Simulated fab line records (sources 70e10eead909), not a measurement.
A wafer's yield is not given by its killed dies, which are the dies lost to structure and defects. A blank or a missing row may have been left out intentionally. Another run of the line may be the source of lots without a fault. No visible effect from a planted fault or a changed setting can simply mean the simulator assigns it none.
fab line records	flow nand_harc
record lots=12	wafers=36	last_day=23
route steps=1159 shown P_M1@292 END@1159
lots with no fault: from the same line, run without faults
start_h: hours from the record's first day to the start of the lot's first wafer shown	wait_h: hours since the lot's step before	" the same as in the row above	L1.1+2: a single row standing in for several wafers	- value missing, or start not given	* or withheld: withheld	< > ~ a bound
route shown NAME@n: names a module that has steps shown in the file, with the first one's number in the route	usual: average and standard deviation across the fault-free wafers	same: alike in all rows	chamber/n: place in a boat	sites: the reading at each site	_std_site: how widely they spread, as a standard deviation	_edge_site: mean of outer sites minus mean of inner sites	radius_mm: for every site, how far away it sits from the centre of the wafer	mask NAME#n: copy n	behind: the last tool/chamber to shape the wafer	hold: cause of the lot's hold/its duration in hours/its outcome	device: names the non-switching transistor (n, p or np)	end of line: tests of these same wafers at the route's end	a step with no rows: only its recipe	killed: not the wafer's yield, but the dies lost to structure and defects at the first sort	map: a wafer's dies, x killed, . not, _ none there
set.NAME: setting as actually run; set.NAME@STEP: the setting as run at that earlier step	model.NAME: the simulator's own value behind a step, which no gauge read
the route's steps for a sample of lots (tables are steps, rows are wafers)
services: from which hour (start_h, from the record's first day; less than 0 if before it) a tool's chamber was out of use, for how many hours, and why
## steps
# step NHARC_P_M1_EXPOSE_06
# recipe na=1.35	target_cd_nm=130	dose_mj=81.88	mask_id=P_M1
lot.wafer	tool	chamber	start_h	wait_h	mask
L968.2+4+5	arfi_scanner-02	0	138.36	-	P_M1#0
L967.2+4+6	arfi_scanner-02	0	138.64	-	P_M1#0
L969.2+4+5	arfi_scanner-01	0	150.13	-	P_M1#0
L972.1+3+5	arfi_scanner-01	0	161.40	-	P_M1#0
L971.1+5+6	arfi_scanner-01	0	162.63	-	P_M1#0
L973.2+4+5	arfi_scanner-02	0	168.20	-	P_M1#0
L974.1+4+6	arfi_scanner-01	0	171.56	-	P_M1#0
L978.2+3+4	arfi_scanner-01	0	201.81	-	P_M1#0
L981.2+4+5	arfi_scanner-02	0	218.20	-	P_M1#0
L983.1+3+5	arfi_scanner-02	0	229.46	-	P_M1#0
L984.1+3+4	arfi_scanner-02	0	230.25	-	P_M1#0
L986.2+4+6	arfi_scanner-02	0	239.78	-	P_M1#0
# step NHARC_P_M1_OVL_MEAS_10
# recipe pitch_nm=260
# usual overlay_x_nm=0.2/0.78	overlay_y_nm=0.0/0.94
lot.wafer	tool	chamber	start_h	wait_h	overlay_x_nm	overlay_y_nm
L968.2	overlay-01	-	138.58	-	0.1	-0.1
L968.4	"	-	"	"	-0.1	0.4
L968.5	"	-	"	"	0.5	0.3
L967.2	overlay-02	-	138.87	-	0.6	0.6
L967.4	"	-	"	"	0.4	0.6
L967.6	"	-	"	"	0.7	0.6
L969.2	overlay-02	-	150.36	-	0.6	0.6
L969.4	"	-	"	"	0.8	0.0
L969.5	"	-	"	"	-0.1	-0.1
L972.1	overlay-01	-	161.62	-	0.6	0.6
L972.3	"	-	"	"	0.2	-0.1
L972.5	"	-	"	"	0.4	0.4
L971.1	overlay-01	-	162.86	-	2.6	0.6
L971.5	"	-	"	"	3.0	0.7
L971.6	"	-	"	"	2.8	0.8
L973.2	overlay-01	-	168.42	-	0.2	0.4
L973.4	"	-	"	"	0.3	0.1
L973.5	"	-	"	"	0.2	0.2
L974.1	overlay-01	-	171.79	-	4.0	-1.4
L974.4	"	-	"	"	3.6	-1.7
L974.6	"	-	"	"	3.8	-0.9
L978.2	overlay-01	-	202.03	-	3.1	0.0
L978.3	"	-	"	"	3.5	0.8
L978.4	"	-	"	"	3.4	0.0
L981.2	overlay-01	-	218.42	-	0.2	0.4
L981.4	"	-	"	"	0.7	0.1
L981.5	"	-	"	"	0.1	0.3
L983.1	overlay-01	-	229.69	-	0.1	1.2
L983.3	"	-	"	"	0.2	1.5
L983.5	"	-	"	"	0.3	1.3
L984.1	overlay-01	-	230.47	-	0.6	-0.4
L984.3	"	-	"	"	0.6	0.1
L984.4	"	-	"	"	1.1	0.3
L986.2	overlay-02	-	240.00	-	1.1	0.3
L986.4	"	-	"	"	1.8	0.1
L986.6	"	-	"	"	1.6	-0.6
# step NHARC_P_M1_CD_MEAS_16
# usual cd_nm=129.4/0.77
lot.wafer	tool	chamber	start_h	wait_h	cd_nm
L968.2	cd_sem-01	-	138.99	-	128.8
L968.4	"	-	"	"	128.5
L968.5	"	-	"	"	130.8
L967.2	cd_sem-03	-	139.27	-	129.8
L967.4	"	-	"	"	128.4
L967.6	"	-	"	"	127.9
L969.2	cd_sem-03	-	150.76	-	129.3
L969.4	"	-	"	"	128.9
L969.5	"	-	"	"	129.5
L972.1	cd_sem-02	-	162.03	-	129.4
L972.3	"	-	"	"	128.3
L972.5	"	-	"	"	128.4
L971.1	cd_sem-03	-	163.26	-	130.2
L971.5	"	-	"	"	130.2
L971.6	"	-	"	"	130.0
L973.2	cd_sem-02	-	168.83	-	129.1
L973.4	"	-	"	"	128.4
L973.5	"	-	"	"	128.7
L974.1	cd_sem-03	-	172.19	-	129.6
L974.4	"	-	"	"	128.7
L974.6	"	-	"	"	129.2
L978.2	cd_sem-03	-	202.44	-	130.8
L978.3	"	-	"	"	129.4
L978.4	"	-	"	"	129.8
L981.2	cd_sem-02	-	218.86	-	129.4
L981.4	"	-	"	"	130.0
L981.5	"	-	"	"	130.3
L983.1	cd_sem-01	-	230.09	-	128.8
L983.3	"	-	"	"	129.8
L983.5	"	-	"	"	129.7
L984.1	cd_sem-02	-	231.01	-	129.4
L984.3	"	-	"	"	130.0
L984.4	"	-	"	"	129.6
L986.2	cd_sem-03	-	240.41	-	129.3
L986.4	"	-	"	"	128.9
L986.6	"	-	"	"	129.8
# step NHARC_P_M1_PVD_21
# recipe target_thk_a=300	chamber_pressure_pa=5	power_w=5000	substrate_temp_c=30	time_s=20.49	material=Cu
# usual throttle_valve_pct=30.6/1
lot.wafer	tool	chamber	start_h	wait_h	throttle_valve_pct
L968.4	pvd_sputter-01	-	-	-	30.9
L968.2	"	-	"	"	31.7
L968.5	"	-	"	"	29.7
L967.4	pvd_sputter-02	-	-	-	31.4
L967.2	"	-	"	"	28.5
L967.6	"	-	"	"	29.7
L969.4	pvd_sputter-02	-	-	-	31.4
L969.2	"	-	"	"	29.8
L969.5	"	-	"	"	29.8
L972.3	pvd_sputter-03	-	-	-	30.1
L972.1	"	-	"	"	30.8
L972.5	"	-	"	"	30.0
L971.1	pvd_sputter-03	-	-	-	30.7
L971.6	"	-	"	"	30.8
L971.5	"	-	"	"	30.2
L973.2	pvd_sputter-03	-	-	-	32.8
L973.4	"	-	"	"	30.1
L973.5	"	-	"	"	29.9
L974.4	pvd_sputter-03	-	-	-	30.1
L974.1	"	-	"	"	29.9
L974.6	"	-	"	"	32.7
L978.3	pvd_sputter-02	-	-	-	31.7
L978.4	"	-	"	"	29.9
L978.2	"	-	"	"	29.7
L981.2	pvd_sputter-01	-	-	-	29.4
L981.4	"	-	"	"	31.7
L981.5	"	-	"	"	29.8
L983.1	pvd_sputter-03	-	-	-	32.8
L983.3	"	-	"	"	31.1
L983.5	"	-	"	"	29.9
L984.3	pvd_sputter-02	-	-	-	30.0
L984.4	"	-	"	"	29.4
L984.1	"	-	"	"	30.6
L986.4	pvd_sputter-02	-	-	-	30.0
L986.2	"	-	"	"	30.9
L986.6	"	-	"	"	30.8
# step NHARC_P_M1_ANNEAL_31
# recipe temp_c=225	time_s=90
# usual anneal_temp_c_max=225.82/0.29	wafer_temp_C_max=226.5/0.56
lot.wafer	tool	chamber	start_h	wait_h	anneal_temp_c_max	wafer_temp_C_max
L968.2	rtp_anneal-01	0	140.51	0.3	225.86	226.6
L968.4	"	0	"	"	225.89	226.3
L968.5	"	0	"	"	225.89	227.2
L967.2	rtp_anneal-02	0	140.78	-	225.55	226.1
L967.4	"	0	"	"	225.57	226.1
L967.6	"	0	"	"	225.51	225.6
L969.2	rtp_anneal-01	0	152.31	-	226.19	227.2
L969.4	"	0	"	"	225.88	226.6
L969.5	"	0	"	"	225.84	226.4
L972.1	rtp_anneal-02	0	163.49	0.3	225.79	225.9
L972.3	"	0	"	"	225.44	226.0
L972.5	"	0	"	"	225.24	226.0
L971.1	rtp_anneal-02	0	164.70	-	225.49	226.0
L971.5	"	0	"	"	225.31	226.1
L971.6	"	0	"	"	225.36	226.0
L973.2	rtp_anneal-02	0	170.53	0.4	225.69	226.0
L973.4	"	0	"	"	225.73	226.2
L973.5	"	0	"	"	225.40	226.0
L974.1	rtp_anneal-02	0	173.66	0.3	225.76	225.9
L974.4	"	0	"	"	225.20	225.4
L974.6	"	0	"	"	225.72	226.1
L978.2	rtp_anneal-01	0	203.94	-	226.28	226.5
L978.3	"	0	"	"	225.81	226.4
L978.4	"	0	"	"	226.11	227.5
L981.2	rtp_anneal-02	0	220.38	-	225.70	226.0
L981.4	"	0	"	"	225.75	225.6
L981.5	"	0	"	"	225.60	225.7
L983.1	rtp_anneal-02	0	231.54	0.3	225.88	226.5
L983.3	"	0	"	"	225.72	225.8
L983.5	"	0	"	"	225.58	225.8
L984.1	rtp_anneal-01	0	232.49	0.3	226.10	227.7
L984.3	"	0	"	"	226.16	226.9
L984.4	"	0	"	"	225.87	227.1
L986.2	rtp_anneal-02	0	241.94	-	225.49	226.1
L986.4	"	0	"	"	225.96	226.1
L986.6	"	0	"	"	225.35	225.9
# step NHARC_END_SORT_01
# recipe temp_c=25
# usual defect_limited_yield=95.6/1.6	killed_at_array=26/10	killed_at_other=0.8/1.1	killed_at_periphery=3.3/2.6	killed_dies=30/11	killed_open=3.4/1.8	killed_short=2.0/1.3	sort_bin_2_pct=1.4/0.6	sort_bin_3_pct=0.22/0.19	sort_bin_4_pct=2.8/1.1	sort_n_pass=647/11	sort_rim_yield_pct=95.8/3	sort_yield_pct=95.6/1.6
# same gross_dies=677	sort_bin_5_pct[%]=0	sort_bin_6_pct[%]=0	sort_bin_7_pct[%]=0	sort_bin_8_pct[%]=0	sort_rim_n_gross=106.00
lot.wafer	tool	chamber	start_h	wait_h	defect_limited_yield[%]	killed_at_array	killed_at_other	killed_at_periphery	killed_dies	killed_open	killed_short	sort_bin_2_pct[%]	sort_bin_3_pct[%]	sort_bin_4_pct[%]	sort_n_pass	sort_rim_yield_pct[%]	sort_yield_pct[%]
L971.1	prober-02	0	481.06	2.4	94.4	36	0	2	38	3	2	1.2	0.89	3.5	639	95.3	94.4
L971.5	prober-02	0	484.23	3.7	94.4	35	1	2	38	0	2	1.9	0.30	3.4	639	96.2	94.4
L971.6	prober-02	0	485.02	4.0	94.7	31	0	5	36	6	2	2.2	0.30	2.8	641	94.3	94.7
L972.1	prober-01	0	481.08	2.5	96.2	17	2	7	26	4	2	0.9	0	3.0	651	97.2	96.2
L972.3	prober-01	0	482.67	3.1	97.8	12	1	2	15	0	1	0.7	0	1.5	662	98.1	97.8
L972.5	prober-01	0	484.26	3.7	96.3	17	1	7	25	2	1	1.2	0.44	2.1	652	98.1	96.3
L978.2	prober-02	0	515.48	2.8	97.0	19	0	1	20	4	1	0.9	0.30	1.8	657	99.1	97.0
L978.3	prober-02	0	516.27	3.1	97.5	15	0	2	17	4	2	0.1	0.15	2.2	660	99.1	97.5
L978.4	prober-02	0	517.06	3.4	97.3	13	1	4	18	4	2	0.6	0	2.1	659	95.3	97.3
L981.2	prober-02	0	541.35	2.8	95.9	28	0	0	28	5	3	1.2	0.30	2.7	649	99.1	95.9
L981.4	prober-02	0	542.97	3.4	94.4	38	0	0	38	7	1	2.1	0.59	3.0	639	93.4	94.4
L981.5	prober-02	0	543.78	3.7	94.2	39	0	0	39	7	0	1.9	0.30	3.5	638	92.5	94.2
L984.1	prober-01	0	548.30	2.5	94.8	31	2	2	35	3	1	1.9	0.44	2.8	642	93.4	94.8
L984.3	prober-01	0	549.90	3.1	94.2	35	2	2	39	2	1	2.1	0.44	3.2	638	92.5	94.2
L984.4	prober-01	0	550.71	3.4	94.7	35	1	0	36	4	2	1.8	0.59	3.0	641	93.4	94.7
# killed by level:class
L971.1 A_SLIT:chamber_film_flake=13 A_CHANNEL_HOLE_D1:chamber_film_flake=9 A_STAIRCASE:chamber_film_flake=6 A_CONTACT:chamber_film_flake=3 A_ZERO_WELL:chamber_film_flake=2 P_GATE:geometric_particle:short=1 P_CONTACT:geometric_particle:open=1 A_ONON_D1:geometric_particle:open=1
L972.1 A_STAIRCASE:chamber_film_flake=6 P_M2:chamber_film_flake=5 A_CHANNEL_HOLE_D1:chamber_film_flake=3 A_WL_FILL:chamber_film_flake=2 THIN_TSV:chamber_film_flake=2 P_STI:geometric_particle:open=1 P_GATE:geometric_particle:open=1 A_ONON_D1:geometric_particle:short=1
L972.3 A_CONTACT:chamber_film_flake=6 A_STAIRCASE:chamber_film_flake=3 A_CHANNEL_HOLE_D1:chamber_film_flake=2 A_M0:geometric_particle:short=1 P_ZERO_WELL:chamber_film_flake=1 P_M2:chamber_film_flake=1 THIN_TSV:chamber_film_flake=1
L971.5 A_SLIT:chamber_film_flake=14 A_CHANNEL_HOLE_D1:chamber_film_flake=10 A_STAIRCASE:chamber_film_flake=4 A_CONTACT:chamber_film_flake=4 A_ONON_D1:geometric_particle:short=2 P_M2:chamber_film_flake=2 A_ZERO_WELL:chamber_film_flake=1 HYBRID_BOND:chamber_film_flake=1
L972.5 A_STAIRCASE:chamber_film_flake=7 P_M2:chamber_film_flake=6 A_CHANNEL_HOLE_D1:chamber_film_flake=3 A_WL_FILL:chamber_film_flake=2 A_CONTACT:chamber_film_flake=2 P_M0:geometric_particle:open=1 A_CHANNEL_FILL_D1:geometric_particle:open=1 A_CHANNEL_FILL_D1:geometric_particle:short=1
L971.6 A_SLIT:chamber_film_flake=11 A_CHANNEL_HOLE_D1:chamber_film_flake=7 A_STAIRCASE:chamber_film_flake=3 P_M0:geometric_particle:open=2 A_CHANNEL_HOLE_D1:geometric_particle:open=2 A_ZERO_WELL:chamber_film_flake=2 A_CONTACT:chamber_film_flake=2 P_CONTACT:geometric_particle:open=1
L978.2 A_CHANNEL_HOLE_D1:chamber_film_flake=8 A_STAIRCASE:chamber_film_flake=3 A_CONTACT:chamber_film_flake=2 P_CONTACT:geometric_particle:open=1 A_SOURCE_PLATE:geometric_particle:open=1 A_SGD_CUT:geometric_particle:open=1 A_SGD_CUT:geometric_particle:short=1 A_CONTACT:geometric_particle:open=1
L978.3 A_CHANNEL_HOLE_D1:chamber_film_flake=7 P_GATE:geometric_particle:open=2 A_STAIRCASE:chamber_film_flake=2 A_CONTACT:chamber_film_flake=2 A_ONON_D1:geometric_particle:open=1 A_WL_FILL:geometric_particle:short=1 A_CONTACT:geometric_particle:open=1 A_M1:geometric_particle:short=1
L978.4 A_CHANNEL_HOLE_D1:chamber_film_flake=6 P_STI:chamber_film_flake=3 A_M0:geometric_particle:short=2 A_CONTACT:chamber_film_flake=2 P_STI:geometric_particle:open=1 A_ONON_D1:geometric_particle:open=1 A_CONTACT:geometric_particle:open=1 STARTING-WAFER:geometric_particle:open=1
L981.2 A_SLIT:chamber_film_flake=12 A_CHANNEL_HOLE_D1:chamber_film_flake=5 A_WL_FILL:geometric_particle:short=2 A_WL_FILL:geometric_particle:open=2 A_SGD_CUT:chamber_film_flake=2 A_ONON_D1:geometric_particle:open=1 A_CHANNEL_FILL_D1:geometric_particle:short=1 A_CHANNEL_FILL_D1:geometric_particle:open=1
L981.4 A_SLIT:chamber_film_flake=17 A_CHANNEL_HOLE_D1:chamber_film_flake=6 A_SGD_CUT:chamber_film_flake=4 A_SOURCE_PLATE:geometric_particle:open=2 A_CONTACT:geometric_particle:open=2 A_ONON_D1:geometric_particle:open=1 A_WL_FILL:geometric_particle:open=1 A_CONTACT:geometric_particle:short=1
L981.5 A_SLIT:chamber_film_flake=13 A_SGD_CUT:chamber_film_flake=8 A_CHANNEL_HOLE_D1:chamber_film_flake=4 A_CHANNEL_FILL_D1:geometric_particle:open=3 A_STAIRCASE:chamber_film_flake=3 A_CONTACT:chamber_film_flake=3 A_WL_FILL:geometric_particle:open=2 A_ONON_D1:geometric_particle:open=1
L984.1 A_SLIT:chamber_film_flake=17 A_CHANNEL_HOLE_D1:chamber_film_flake=7 P_GATE:chamber_film_flake=2 A_STAIRCASE:chamber_film_flake=2 THIN_TSV:chamber_film_flake=2 A_ONON_D1:geometric_particle:open=1 A_SLIT:geometric_particle:short=1 A_BLC:geometric_particle:open=1
L984.3 A_SLIT:chamber_film_flake=18 A_CHANNEL_HOLE_D1:chamber_film_flake=8 A_CONTACT:chamber_film_flake=4 A_STAIRCASE:chamber_film_flake=3 P_M1:geometric_particle:open=1 A_WL_FILL:geometric_particle:open=1 P_STI:chamber_film_flake=1 STARTING-WAFER:geometric_particle:short=1
L984.4 A_SLIT:chamber_film_flake=16 A_CHANNEL_HOLE_D1:chamber_film_flake=13 A_CONTACT:geometric_particle:open=2 A_SGD_CUT:geometric_particle:open=1 A_WL_FILL:geometric_particle:short=1 A_BLC:geometric_particle:open=1 A_M1:geometric_particle:short=1 THIN_TSV:chamber_film_flake=1
## services
tool	chamber	start_h	hours	kind
pvd_sputter-02	-	124.20	8.7	repair
arfi_scanner-01	-	136.02	6.7	repair
pvd_sputter-01	-	158.00	10.0	pm
arfi_scanner-01	-	167.02	3.2	repair
arfi_scanner-01	-	196.00	4.0	pm
pvd_sputter-02	-	214.00	10.0	pm
pvd_sputter-01	-	214.43	1.0	repair
pvd_sputter-03	-	220.80	4.7	repair
arfi_scanner-02	-	239.44	0.3	repair
## key
first_sign step=NHARC_P_M1_OVL_MEAS_10	reading=overlay_x_nm	direction=up	sigmas=4	usual=0.2	struck=3.3
effect none on later readings
met_at NHARC_P_M1_EXPOSE_06
struck_lots L971,L974,L978
not_acting_at NHARC_P_M1_CD_MEAS_16,NHARC_P_M1_PVD_21,NHARC_P_M1_ANNEAL_31
onset_between 161.40 162.63
fault kind=scanner_matching_overlay	tool=arfi_scanner-01	chamber=-	onset_h=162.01	steps=NHARC_P_M1_EXPOSE_06	offset=4.0253
